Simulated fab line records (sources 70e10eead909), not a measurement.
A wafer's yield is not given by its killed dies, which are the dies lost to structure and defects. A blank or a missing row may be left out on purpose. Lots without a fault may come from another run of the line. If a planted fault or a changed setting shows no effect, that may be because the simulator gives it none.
Struck lot and sound lot, side by side	flow nand-harc	13 steps out of a route of 1302
Sound: the wafers L753.2, L753.4, L753.5. The struck wafers were L760.1, L760.3, L760.4. At the end, the cause is stated.
Order at every step that has rows: each side's tool, ch and its chambers, its first start. Under that, the readings that differ: sound wafers	struck wafers	difference of the means	sigmas: that difference in standard deviations of wafers without a fault.
alike: words and numbers the same on both sides, and readings whose means are apart by under 2 such deviations; not compared: readings that were withheld, readings missing a value for some wafer, numbers with overlapping values and no deviation given by the record, and bounds like >300 which may hide the same value.
The two part at a step that has a row with sigmas, a row that says differs or no value, or rows on one side only. When numbers do not overlap yet have no deviation, they are printed without sigmas and do not part them. Lack of a reading on every wafer of one side parts them only where that side has two or more wafers.

NHARC_P_STI_OCD_MEAS_43:
  struck on ocd-02, day 9 22:52; sound on ocd-01, day 7 04:20
  alike: trench-depth-nm, trench-foot-cd-nm
then, 3 steps without rows for these wafers: NHARC_P_STI_OXIDE_33 (material SiO2, target thk 10 nm, ox time 281 s); NHARC_P_STI_HDPCVD_20 (deposits SiO2); NHARC_P_STI_ANNEAL_34 (time 1800 s).
NHARC_P_STI_CMP_21: polishes, t overpolish 20 s, target thk 380.67 nm.
  sound on cmp-01 ch 0,2, day 7 21:04; struck on cmp-01 ch 0,1,2, day 10 21:52
  alike: edge-zone-pressure-frac, motor-current-A, overpolish-run-s
then, 6 steps without rows for these wafers: NHARC_P_STI_SRD_35; NHARC_P_STI_ETCH_36 (etches SiO2 in dHF, target depth 38.8 nm); NHARC_P_STI_STRIP_24 (strips Si3N4 in H3PO4); NHARC_P_STI_ETCH_37 (etches SiO2 in dHF, target depth 11 nm); NHARC_P_STI_PRECLEAN_38 (cleans in SC1); NHARC_P_STI_SRD_39.
NHARC_P_STI_OXIDE_40: material SiO2, target thk 10 nm, ox time 1362 s.
  sound on furnace-06 ch 0, day 8 02:41; struck on furnace-03, day 11 05:05
  no value came back on the struck wafers for ox-temp-c (C), ox-time-s (s), spike-tc-centre-C (C), zone-power-lower-pct (%); on the sound wafers ox-temp-c (C) reads 900.1 900.2 900.1
NHARC_P_STI_INSPECT_25:
  struck on defect-inspect-01, day 11 09:10; sound on defect-inspect-02, day 8 06:44
  alike: raw-defect-count

== WHERE THEY PART ==
Within this record, at NHARC_P_STI_OXIDE_40 only. Later steps at which nothing parts them and some readings are alike: NHARC_P_STI_INSPECT_25.

WHY: what had been put in by the simulator
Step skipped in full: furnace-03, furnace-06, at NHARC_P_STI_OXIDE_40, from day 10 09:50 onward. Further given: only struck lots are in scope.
